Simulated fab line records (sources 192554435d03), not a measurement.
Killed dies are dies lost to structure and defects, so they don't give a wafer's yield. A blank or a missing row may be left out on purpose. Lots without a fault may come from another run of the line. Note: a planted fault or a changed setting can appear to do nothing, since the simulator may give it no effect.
Matching of chambers | flow n5-finfet | 4 sister chambers for N5_SDB_HM_OPEN_20 on rie-diel-06
The step chemistry CH3F/O2, target SiNx, stops on poly-Si, target depth 24 nm. 8 wafers are shown with their chamber, then 8 later ones without.

WAFERS PAIRED WITH THEIR CHAMBERS
wafer  | chamber | drypump-motor-current-A (A) | showerhead-plenum-p-Torr (Torr)
L197.3 | 0       | 4.9                         | 1.95
L201.5 | 1       | 5.2                         | 2.02
L206.1 | 2       | 6.6                         | 2.06
L206.6 | 0       | 4.9                         | 1.95
L207.2 | 3       | 5.8                         | 1.99
L207.3 | 2       | 6.6                         | 2.06
L207.4 | 1       | 5.1                         | 2.01
L214.1 | 3       | 5.8                         | 1.99

WAFERS MISSING THEIR CHAMBER
wafer  | drypump-motor-current-A (A) | showerhead-plenum-p-Torr (Torr)
L214.2 | 4.9                         | 1.94
L214.4 | 5.1                         | 2.01
L215.3 | 5.8                         | 1.99
L215.5 | 4.9                         | 1.94
L215.6 | 5.8                         | 1.99
L218.4 | 4.9                         | 1.94
L218.5 | 5.1                         | 2.01
L218.6 | 4.9                         | 1.94

WHICH CHAMBER EACH WENT THROUGH
wafer  | from the rows above | in truth
L214.2 | 0                   | 0
L214.4 | 1                   | 1
L215.3 | 3                   | 3
L215.5 | 0                   | 0
L215.6 | 3                   | 3
L218.4 | 0                   | 0
L218.5 | 1                   | 1
L218.6 | 0                   | 0
Correctly placed: 8 of 8. From these rows, 0 cannot be placed. Placed wrongly: 0.
How it was worked out, from the rows above alone: a wafer's distance from a chamber is the root of the sum, over the readings, of the square of ((its reading less the chamber's mean) divided by the reading's scatter). If the next closest chamber is less than 2 further off than the closest, the wafer can't be placed; otherwise it belongs to the closest. Each chamber's mean is taken over the wafers shown for it. How the scatter is found: for the shown wafers, subtract from each reading the mean of its chamber, square and add these, divide the total by (wafers less chambers), then take the root.
